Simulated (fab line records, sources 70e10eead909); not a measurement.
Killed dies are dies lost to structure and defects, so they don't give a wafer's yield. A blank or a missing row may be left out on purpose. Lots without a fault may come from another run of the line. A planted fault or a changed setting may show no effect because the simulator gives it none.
fab line records | flow nand_harc
record lots=6 wafers=18 last_day=31
route steps=1302 shown P_M2@332 END@1302
lots that met no fault: from a run of the same line without faults
start_h: hours from the record's first day to the start of the lot's first wafer shown | wait_h: hours since the lot's step before | " the same as in the row above | L1.1+2: a row that stands for several wafers | - no value, or no start given | * or withheld: withheld | < > ~ a bound
route shown NAME@n: a module of which the file shows steps, and the number in the route of the first | usual: mean/standard deviation of fault-free wafers | same: alike in all rows | chamber/n: place in a boat | sites: the reading at each site | _std_site: their standard deviation | _edge_site: outer sites' mean less inner sites' | radius_mm: how far each site lies from the wafer's centre | mask NAME#n: copy n | behind: the tool/chamber that last shaped the wafer | hold: why the lot was held/for how many hours/how that ended | device: the transistor (n, p or np) that didn't switch | end of line: the same wafers' tests at the end of the route | a step without rows: its recipe alone | killed: dies lost to structure and defects at the first sort, not the wafer's yield | map: a wafer's dies, x killed, . not, _ none there
set.NAME: the setting as run; set.NAME@STEP: as run at that earlier step | model.NAME: the simulator's own value behind a step, which no gauge read
lots at some steps of the route; a table a step, a row a wafer
services: from which hour (start_h, from the record's first day; less than 0 if before it) a tool's chamber was out of use, for how many hours, and why
## steps
# step NHARC_P_M2_ETCH_35
# recipe target_depth_a=400 overetch_a=120 time_s=43.94 ion_energy_ev=200 n2_flow_sccm=150 h2_flow_sccm=150 ar_flow_sccm=0 rf_w=400 bias_w=150 chemistry=N2/H2
# usual drypump_motor_current_A=5.74/0.27 h2_flow_sccm=150.0/0.42 mfc_ar_sccm=0.015/0.014 oes_product_au=1.000/0.0071 rf_vpp_V=430.6/2.5 showerhead_plenum_p_Torr=2.05/0.086 throttle_valve_pct=14.172/0.0088
# columns lot.wafer tool chamber start_h wait_h drypump_motor_current_A h2_flow_sccm mfc_ar_sccm oes_product_au rf_hours_counter_h rf_vpp_V showerhead_plenum_p_Torr throttle_valve_pct
L183.3 rie_diel-13 2 143.48 0.1 5.06 149.4 0.026 1.011 9 432.0 2.13 14.174
L183.6 " 0 " " 6.10 149.9 0.019 0.998 - 430.8 2.06 14.175
L183.5 " 1 " " 5.42 150.2 0 0.999 - 434.1 2.20 14.171
L185.2 rie_diel-10 2 159.66 0.1 6.13 149.6 0.018 0.995 4 434.5 2.18 14.181
L185.3 " 0 " " 5.48 149.9 0.030 0.994 6 431.2 2.07 14.180
L185.4 " 1 " " 6.03 150.4 0.038 1.000 6 429.3 1.97 14.163
L187.3 rie_diel-12 2 183.94 0.1 5.51 150.0 0 1.006 6 426.7 1.90 14.180
L187.4 " 2 " " 5.51 149.4 0 1.003 - 425.4 1.90 14.181
L187.5 " 3 " " 5.85 150.5 0 1.009 - 431.2 2.05 14.173
L190.4 rie_diel-10 0 214.29 0.1 5.47 149.7 0.030 0.998 8 432.1 2.07 14.168
L190.6 " 3 " " 5.62 150.0 0.013 0.992 - 433.0 2.10 14.185
L190.5 " 0 " " 5.46 149.9 0.030 0.996 - 431.4 2.07 14.177
L198.3 rie_diel-10 0 292.08 0.1 5.47 150.0 0.030 0.993 2 430.7 2.07 14.152
L198.1 " 3 " " 5.59 150.7 0.013 0.975 1 434.8 2.10 14.156
L198.5 " 1 " " 6.06 150.3 0.038 0.995 - 427.2 1.97 14.174
L200.1 rie_diel-10 2 307.77 0.1 6.13 150.7 0.018 0.993 2 434.5 2.18 14.177
L200.2 " 3 " " 5.60 150.3 0.013 0.981 3 431.9 2.10 14.173
L200.6 " 2 " " 6.13 150.8 0.018 0.998 - 433.6 2.18 14.179
# step NHARC_P_M2_ETCH_15
# recipe target_depth_a=1825 time_s=91.2 c4f8_flow_sccm=withheld ar_flow_sccm=400 rf_w=600 bias_w=300 chemistry=C4F8/Ar
# step NHARC_P_M2_CD_MEAS_16
# usual cd_nm=169.8/0.61
# columns lot.wafer tool chamber start_h wait_h cd_nm
L183.3 cd_sem-03 - 144.19 - 168.9
L183.5 " - " " 168.9
L183.6 " - " " 169.3
L185.2 cd_sem-02 - 159.88 - 169.7
L185.3 " - " " 169.4
L185.4 " - " " 170.2
L187.3 cd_sem-02 - 184.19 - 170.1
L187.4 " - " " 169.6
L187.5 " - " " 169.5
L190.4 cd_sem-02 - 214.51 - 170.6
L190.5 " - " " 170.5
L190.6 " - " " 170.3
L198.1 cd_sem-01 - 292.30 - 169.4
L198.3 " - " " 169.2
L198.5 " - " " 169.9
L200.1 cd_sem-02 - 307.98 - 170.1
L200.2 " - " " 170.0
L200.6 " - " " 169.5
# step NHARC_P_M2_STRIP_18
# recipe power_w=1000 n2_flow_sccm=150 h2_flow_sccm=150 ar_flow_sccm=0 bias_w=0 chemistry=N2/H2
# usual drypump_motor_current_A=5.7/0.33 h2_flow_sccm=150.0/0.38 mfc_ar_sccm=0.015/0.012 oes_product_au=1.000/0.0079 rf_vpp_V=90.7/0.94 showerhead_plenum_p_Torr=2.07/0.079 throttle_valve_pct=14.170/0.0084
# columns lot.wafer tool chamber start_h wait_h drypump_motor_current_A h2_flow_sccm mfc_ar_sccm oes_product_au rf_hours_counter_h rf_vpp_V showerhead_plenum_p_Torr throttle_valve_pct
L183.3 rie_diel-10 3 144.28 0.1 5.6 149.9 0.013 1.000 4 89.9 2.10 14.164
L183.5 " 2 " " 6.1 149.0 0.018 0.998 - 90.5 2.18 14.166
L183.6 " 3 " " 5.6 150.6 0.013 1.000 - 90.4 2.10 14.167
L185.2 rie_diel-12 1 159.99 0.1 5.9 150.3 0.031 1.004 4 90.2 2.09 14.180
L185.3 " 2 " " 5.5 149.4 0 0.991 4 88.8 1.90 14.171
L185.4 " 3 " " 5.8 150.1 0 1.013 - 88.7 2.05 14.172
L187.4 rie_diel-10 1 184.26 0.1 6.0 149.7 0.038 1.009 7 90.4 1.97 14.166
L187.3 " 0 " " 5.5 150.5 0.030 0.996 7 91.0 2.07 14.166
L187.5 " 2 " " 6.1 149.6 0.018 1.000 - 90.3 2.18 14.163
L190.6 rie_diel-13 0 214.68 0.2 6.1 149.6 0.019 0.996 - 90.4 2.06 14.168
L190.5 " 2 " " 5.0 149.9 0.026 1.006 - 91.1 2.13 14.162
L190.4 " 3 " " 5.9 150.1 0.014 1.009 - 92.3 2.13 14.168
L198.1 rie_diel-12 0 292.38 0.1 5.4 149.6 0 1.005 0 89.5 2.00 14.160
L198.3 " 2 " " 5.5 150.5 0 1.009 0 89.9 1.90 14.165
L198.5 " 2 " " 5.5 150.2 0 1.010 - 87.9 1.90 14.169
L200.2 rie_diel-12 0 308.07 0.1 5.4 149.9 0 1.006 1 91.0 2.00 14.164
L200.1 " 3 " " 5.8 149.9 0 1.004 1 89.6 2.05 14.154
L200.6 " 0 " " 5.4 150.0 0 1.001 - 91.0 2.00 14.166
# step NHARC_P_M2_ETCH_28
# recipe target_depth_a=300 over_etch_frac=0.3 time_s=72.99 ion_energy_ev=150 cf4_flow_sccm=50 n2_flow_sccm=100 ar_flow_sccm=150 rf_w=300 bias_w=100 chemistry=CF4/N2
# step NHARC_P_M2_STRIP_19
# recipe time_s=600 temp_c=30 chemistry=post_etch_residue_remover
# step NHARC_P_M2_DEGAS_29
# recipe temp_c=250 time_s=60
# usual heater_power_w=362/26
# columns lot.wafer tool chamber start_h wait_h heater_power_w
L183.3 pvd_sputter-03 - 144.90 - 372
L183.5 " - " " 371
L183.6 " - " " 356
L185.2 pvd_sputter-02 - 160.66 - 381
L185.4 " - " " 320
L185.3 " - " " 353
L187.3 pvd_sputter-02 - 184.90 - 383
L187.4 " - " " 360
L187.5 " - " " 386
L190.4 pvd_sputter-01 - 215.29 - 328
L190.5 " - " " 412
L190.6 " - " " 321
L198.1 pvd_sputter-03 - 293.09 - 371
L198.3 " - " " 361
L198.5 " - " " 373
L200.2 pvd_sputter-01 - 308.78 - 324
L200.1 " - " " 378
L200.6 " - " " 316
# step NHARC_P_M2_PRE_CLEAN_30
# recipe time_s=30 temp_c=280 gas=H2/He
# usual heater_power_w=443/31
# columns lot.wafer tool chamber start_h wait_h heater_power_w
L183.3 pvd_sputter-03 - - - 446
L183.5 " - " " 443
L183.6 " - " " 456
L185.2 pvd_sputter-02 - - - 397
L185.3 " - " " 437
L185.4 " - " " 461
L187.4 pvd_sputter-02 - - - 471
L187.3 " - " " 442
L187.5 " - " " 464
L190.4 pvd_sputter-01 - - - 493
L190.5 " - " " 422
L190.6 " - " " 507
L198.1 pvd_sputter-03 - - - 450
L198.3 " - " " 449
L198.5 " - " " 446
L200.1 pvd_sputter-01 - - - 458
L200.2 " - " " 421
L200.6 " - " " 481
# step NHARC_P_M2_PVD_20
# recipe target_thk_a=50 bias_v=168.6 power_w=15000 chamber_pressure_pa=0.12 time_s=8.06 substrate_temp_c=50 material=TaN
# step NHARC_P_M2_PVD_21
# recipe target_thk_a=300 chamber_pressure_pa=5 power_w=5000 substrate_temp_c=30 time_s=20.49 material=Cu
# step NHARC_P_M2_ECD_22
# recipe target_thk_a=4000 bath_temp_c=25 material=Cu
# step NHARC_P_M2_ANNEAL_31
# recipe temp_c=225 time_s=90
# usual anneal_temp_c=225.00/0.19 wafer_temp_C_max=225.85/0.22
# columns lot.wafer tool chamber start_h wait_h anneal_temp_c wafer_temp_C_max
L183.3 rtp_anneal-01 0 145.74 - 225.11 225.71
L183.5 " 0 " " 224.89 226.07
L183.6 " 0 " " 225.07 226.02
L185.2 rtp_anneal-01 0 161.44 - 225.16 225.95
L185.3 " 0 " " 225.44 225.57
L185.4 " 0 " " 225.00 225.82
L187.3 rtp_anneal-02 0 185.74 0.3 224.96 226.22
L187.4 " 0 " " 225.17 226.20
L187.5 " 0 " " 225.44 226.31
L190.4 rtp_anneal-02 0 216.22 - 224.78 225.88
L190.5 " 0 " " 225.11 226.16
L190.6 " 0 " " 225.20 226.50
L198.1 rtp_anneal-01 0 293.82 - 225.03 225.81
L198.3 " 0 " " 224.91 226.04
L198.5 " 0 " " 225.28 225.87
L200.1 rtp_anneal-01 0 309.51 0.3 224.86 225.67
L200.2 " 0 " " 224.78 225.77
L200.6 " 0 " " 225.17 225.53
# step NHARC_P_M2_CMP_23
# recipe t_overpolish_s=20 target_thk_nm=144.3
# usual motor_current_A=11.7/0.98 time_to_endpoint_s=29.7/2.3
# columns lot.wafer tool chamber start_h wait_h motor_current_A time_to_endpoint_s
L183.3 cmp-04 1 146.01 - 12.7 27.7
L183.6 " 0 " " 12.1 28.1
L183.5 " 1 " " 12.5 28.6
L185.2 cmp-02 2 161.74 - 11.0 31.4
L185.4 " 0 " " 11.5 30.2
L185.3 " 1 " " 11.9 31.8
L187.3 cmp-02 0 186.02 - 11.4 19.1
L187.4 " 1 " " 11.5 31.4
L187.5 " 0 " " 11.4 28.4
L190.4 cmp-02 1 216.49 - 11.8 28.7
L190.6 " 2 " " 11.0 15.9
L190.5 " 3 " " 13.7 30.7
L198.3 cmp-02 2 294.18 - 10.9 29.1
L198.1 " 0 " " 11.2 27.6
L198.5 " 1 " " 12.4 28.7
L200.2 cmp-02 3 309.86 - 13.8 28.5
L200.1 " 1 " " 11.7 29.5
L200.6 " 3 " " 14.1 30.2
# step NHARC_P_M2_THK_MEAS_24
# recipe thk_meas_gauge=xrf
# usual thk_nm=144.5/1.2
# columns lot.wafer tool chamber start_h wait_h thk_nm
L183.3 film_metro-01 - 146.30 - 143.2
L183.5 " - " " 145.4
L183.6 " - " " 145.9
L185.2 film_metro-02 - 162.05 - 142.7
L185.3 " - " " 145.2
L185.4 " - " " 145.1
L187.3 film_metro-01 - 186.31 - 136.3
L187.4 " - " " 143.2
L187.5 " - " " 142.3
L190.4 film_metro-02 - 216.72 - 146.7
L190.5 " - " " 145.9
L190.6 " - " " 138.1
L198.1 film_metro-02 - 294.47 - 144.1
L198.3 " - " " 143.7
L198.5 " - " " 144.4
L200.1 film_metro-02 - 310.17 - 145.7
L200.2 " - " " 145.7
L200.6 " - " " 144.3
# step NHARC_P_M2_SRD_25
# step NHARC_END_SORT_01
# recipe temp_c=25
# usual defect_limited_yield=91/3.4 killed_at_array=54/23 killed_at_other=1.2/1.5 killed_at_periphery=3.9/2.5 killed_dies=59/23 killed_open=3.2/1.7 killed_short=2.4/1.6 sort_bin_2_pct=3.0/1.4 sort_bin_3_pct=0.7/0.45 sort_bin_4_pct=5.0/1.9 sort_n_pass=618/23 sort_rim_yield_pct=92/3.8 sort_yield_pct=91/3.4
# same gross_dies=677 sort_bin_5_pct[%]=0 sort_bin_6_pct[%]=0 sort_bin_7_pct[%]=0 sort_bin_8_pct[%]=0 sort_rim_n_gross=106.00
# columns lot.wafer tool chamber start_h wait_h defect_limited_yield[%] killed_at_array killed_at_other killed_at_periphery killed_dies killed_open killed_short sort_bin_2_pct[%] sort_bin_3_pct[%] sort_bin_4_pct[%] sort_n_pass sort_rim_yield_pct[%] sort_yield_pct[%]
L183.3 prober-02 0 575.55 3.1 90 62 0 6 68 1 4 3.4 0.9 5.8 609 93 90
L183.5 prober-02 0 577.15 3.7 91 52 1 8 61 2 1 3.0 0.1 5.9 616 92 91
L183.6 prober-02 0 577.95 4.0 90 56 1 9 66 4 0 3.5 0.6 5.6 611 90 90
L190.4 prober-01 0 651.82 3.4 94 28 6 5 39 4 1 1.8 0.1 3.8 638 89 94
L190.5 prober-01 0 652.61 3.7 95 27 2 5 34 2 2 1.5 0.4 3.1 643 97 95
L190.6 prober-01 0 653.40 4.0 95 22 4 7 33 2 2 1.8 0.4 2.7 644 94 95
L198.1 prober-01 0 734.09 2.5 87 81 3 2 86 5 3 4.4 1.2 7.1 591 90 87
L198.3 prober-01 0 735.69 3.1 87 87 0 3 90 5 3 4.9 1.2 7.2 587 90 87
L198.5 prober-01 0 737.29 3.7 87 81 0 5 86 5 2 4.9 1.0 6.8 591 93 87
# killed by level:class
L183.3 A_CHANNEL_HOLE_D2:chamber_film_flake=37 A_SLIT:chamber_film_flake=12 A_DECK1_JOINT:chamber_film_flake=4 P_M1:chamber_film_flake=3 A_WL_FILL:chamber_film_flake=3 A_CONTACT:chamber_film_flake=2 P_GATE:geometric_particle:short=1 P_CONTACT:geometric_particle:short=1
L183.5 A_CHANNEL_HOLE_D2:chamber_film_flake=27 A_SLIT:chamber_film_flake=11 A_CONTACT:chamber_film_flake=6 P_M1:chamber_film_flake=5 A_WL_FILL:chamber_film_flake=3 P_ZERO_WELL:chamber_film_flake=2 A_DECK1_JOINT:chamber_film_flake=2 P_GATE:geometric_particle:open=1
L183.6 A_CHANNEL_HOLE_D2:chamber_film_flake=35 A_SLIT:chamber_film_flake=12 A_CONTACT:chamber_film_flake=5 P_M1:chamber_film_flake=4 P_GATE:geometric_particle:open=2 P_STI:geometric_particle:open=1 A_M1:geometric_particle:open=1 P_ZERO_WELL:chamber_film_flake=1
L190.4 A_CHANNEL_HOLE_D2:chamber_film_flake=9 A_STAIRCASE:chamber_film_flake=6 THIN_TSV:chamber_film_flake=6 A_CHANNEL_HOLE_D1:chamber_film_flake=4 A_CONTACT:chamber_film_flake=3 P_GATE:chamber_film_flake=2 P_GATE:geometric_particle:open=1 A_CHANNEL_FILL_D2:geometric_particle:open=1
L190.5 A_CHANNEL_HOLE_D2:chamber_film_flake=13 A_CONTACT:chamber_film_flake=7 P_BONDPAD:chamber_film_flake=2 A_SLIT:chamber_film_flake=2 THIN_TSV:chamber_film_flake=2 P_CONTACT:geometric_particle:open=1 P_M2:geometric_particle:open=1 A_CHANNEL_FILL_D1:geometric_particle:short=1
L190.6 A_CHANNEL_HOLE_D2:chamber_film_flake=8 P_GATE:chamber_film_flake=3 A_STAIRCASE:chamber_film_flake=3 A_CONTACT:chamber_film_flake=3 THIN_TSV:chamber_film_flake=3 P_ZERO_WELL:chamber_film_flake=2 A_CHANNEL_HOLE_D1:chamber_film_flake=2 A_SLIT:chamber_film_flake=2
L198.1 A_SLIT:chamber_film_flake=34 A_CHANNEL_HOLE_D1:chamber_film_flake=32 A_STAIRCASE:chamber_film_flake=5 A_CONTACT:chamber_film_flake=3 THIN_TSV:chamber_film_flake=3 A_CHANNEL_FILL_D2:geometric_particle:open=2 A_WL_FILL:geometric_particle:short=2 P_GATE:geometric_particle:open=1
L198.3 A_CHANNEL_HOLE_D1:chamber_film_flake=33 A_SLIT:chamber_film_flake=33 A_STAIRCASE:chamber_film_flake=9 A_CONTACT:chamber_film_flake=4 A_ONON_D1:geometric_particle:open=2 P_GATE:geometric_particle:short=1 P_GATE:geometric_particle:open=1 A_SOURCE_PLATE:geometric_particle:open=1
L198.5 A_CHANNEL_HOLE_D1:chamber_film_flake=37 A_SLIT:chamber_film_flake=27 A_STAIRCASE:chamber_film_flake=7 A_CONTACT:chamber_film_flake=4 A_ONON_D1:geometric_particle:open=2 P_GATE:chamber_film_flake=2 P_STI:geometric_particle:short=1 P_GATE:geometric_particle:open=1
## services
# columns tool chamber start_h hours kind
rie_diel-10 2 132.29 2.6 repair
cmp-02 - 134.50 4.0 pm
cmp-02 - 142.34 5.7 repair
rie_diel-13 - 165.05 9.0 pm
pvd_sputter-03 - 170.00 10.0 pm
cmp-04 - 179.26 1.1 repair
cmp-04 - 185.88 0.6 repair
cmp-02 - 199.99 13.0 repair
cmp-04 - 209.00 4.0 pm
rie_diel-13 1 211.78 4.5 repair
rie_diel-13 - 224.48 1.4 repair
pvd_sputter-01 - 226.09 10.0 pm
cmp-02 - 232.50 4.0 pm
rie_diel-12 - 238.32 0.4 repair
rie_diel-10 - 242.50 9.0 pm
pvd_sputter-03 - 246.90 2.3 repair
rie_diel-10 - 261.09 1.0 repair
rie_diel-12 - 268.56 9.0 pm
rtp_anneal-02 - 282.60 31.3 repair
rie_diel-12 1 282.79 38.4 repair
rie_diel-12 2 286.14 3.1 repair
pvd_sputter-02 - 286.53 10.0 pm
cmp-04 - 300.42 0.8 repair
cmp-04 - 307.00 4.0 pm
## key
first_sign step=NHARC_P_M2_CMP_23 reading=time_to_endpoint_s direction=down sigmas=5.2 usual=* struck=*
effect step=NHARC_P_M2_THK_MEAS_24 reading=thk_nm direction=down sigmas=5.8 usual=144.5 struck=137.2
met_at NHARC_P_M2_CMP_23
struck_wafers L187.3,L190.6
onset_between 161.74 186.02
fault kind=process_parameter_drift tool=cmp-02 chamber=- onset_h=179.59 steps=NHARC_P_M2_CMP_23 channel=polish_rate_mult offset=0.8 shape=step end_h=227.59 scope=struck_wafers_only
